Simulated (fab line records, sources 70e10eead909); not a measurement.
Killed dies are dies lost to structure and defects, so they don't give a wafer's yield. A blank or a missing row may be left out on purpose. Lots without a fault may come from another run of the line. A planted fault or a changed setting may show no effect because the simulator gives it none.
Chamber matching | flow nand_harc | NHARC_A_CONTACT_DESCUM_74 on rie_diel-05: 4 sister chambers
The step chemistry O2, time 3 s. 33 wafers are shown with their chamber, then 12 later ones without.

WAFERS WITH THEIR CHAMBER
wafer  | chamber | showerhead_plenum_p_Torr (Torr) | drypump_motor_current_A (A) | rf_vpp_V (V)
L075.2 | 0       | 2.03                            | 5.5                         | 56.4
L075.5 | 2       | 2.07                            | 5.7                         | 58.4
L075.6 | 1       | 2.02                            | 6.5                         | 59.8
L076.1 | 0       | 2.03                            | 5.4                         | 57.5
L076.2 | 3       | 1.95                            | 5.9                         | 58.0
L076.5 | 0       | 2.03                            | 5.4                         | 57.1
L077.2 | 0       | 2.03                            | 5.5                         | 57.5
L077.3 | 2       | 2.07                            | 5.7                         | 59.1
L077.6 | 3       | 1.95                            | 5.9                         | 57.4
L078.1 | 2       | 2.07                            | 5.7                         | 58.8
L078.3 | 3       | 1.94                            | 5.9                         | 58.2
L078.5 | 1       | 2.02                            | 6.6                         | 57.8
L079.2 | 3       | 1.94                            | 5.9                         | 58.4
L079.5 | 0       | 2.03                            | 5.4                         | 57.5
L079.6 | 3       | 1.94                            | 5.8                         | 57.9
L081.3 | 1       | 2.02                            | 6.6                         | 58.6
L081.4 | 2       | 2.07                            | 5.7                         | 57.8
L081.6 | 2       | 2.07                            | 5.7                         | 58.2
L082.1 | 0       | 2.03                            | 5.4                         | 57.1
L082.4 | 3       | 1.94                            | 5.8                         | 57.5
L082.6 | 2       | 2.07                            | 5.7                         | 58.5
L080.1 | 2       | 2.07                            | 5.7                         | 57.8
L080.3 | 1       | 2.02                            | 6.6                         | 59.0
L080.5 | 2       | 2.07                            | 5.7                         | 58.3
L083.2 | 2       | 2.07                            | 5.7                         | 58.0
L083.4 | 0       | 2.03                            | 5.5                         | 58.5
L083.6 | 2       | 2.07                            | 5.7                         | 58.8
L084.2 | 2       | 2.07                            | 5.7                         | 59.7
L084.3 | 0       | 2.03                            | 5.5                         | 59.6
L084.5 | 0       | 2.03                            | 5.4                         | 57.4
L086.3 | 1       | 2.02                            | 6.6                         | 58.6
L086.5 | 2       | 2.07                            | 5.7                         | 58.0
L086.6 | 1       | 2.02                            | 6.6                         | 59.6

SIGNATURES (means of the wafers above)
reading                  | chamber 0 | chamber 1 | chamber 2 | chamber 3 | scatter within a chamber
showerhead_plenum_p_Torr | 2.0300    | 2.0200    | 2.0700    | 1.9433    | 0.00214
drypump_motor_current_A  | 5.444     | 6.583     | 5.700     | 5.867     | 0.0389
rf_vpp_V                 | 57.622    | 58.900    | 58.450    | 57.900    | 0.691
Rule: a wafer's distance from a chamber is the root of the sum, over the readings, of the square of ((its reading less the chamber's mean) divided by the reading's scatter). The wafer belongs to the nearest chamber; if the next one is less than 2 further off, it can't be placed. The scatter: the root of (the sum of the squares of (reading less its chamber's mean) over the shown wafers, divided by (wafers less chambers)).

WAFERS WITHOUT THEIR CHAMBER
wafer  | showerhead_plenum_p_Torr (Torr) | drypump_motor_current_A (A) | rf_vpp_V (V)
L087.1 | 2.06                            | 5.7                         | 59.5
L087.2 | 2.01                            | 6.6                         | 59.0
L087.6 | 1.94                            | 5.9                         | 57.1
L091.3 | 2.06                            | 5.7                         | 57.8
L091.4 | 2.02                            | 5.5                         | 57.8
L091.6 | 2.06                            | 5.7                         | 59.2
L094.1 | 2.06                            | 5.7                         | 57.4
L094.2 | 2.02                            | 5.5                         | 58.6
L094.4 | 1.94                            | 5.8                         | 57.4
L096.1 | 1.93                            | 5.9                         | 58.7
L096.2 | 2.02                            | 5.4                         | 58.3
L096.6 | 2.01                            | 6.6                         | 57.9

WHICH CHAMBER EACH WENT THROUGH
wafer  | from the rows above | in truth
L087.1 | 2                   | 2
L087.2 | 1                   | 1
L087.6 | 3                   | 3
L091.3 | 2                   | 2
L091.4 | 0                   | 0
L091.6 | 2                   | 2
L094.1 | 2                   | 2
L094.2 | 0                   | 0
L094.4 | 3                   | 3
L096.1 | 3                   | 3
L096.2 | 0                   | 0
L096.6 | 1                   | 1
Placed correctly: 12 of 12. Can't be placed from these rows: 0. Placed wrongly: 0.
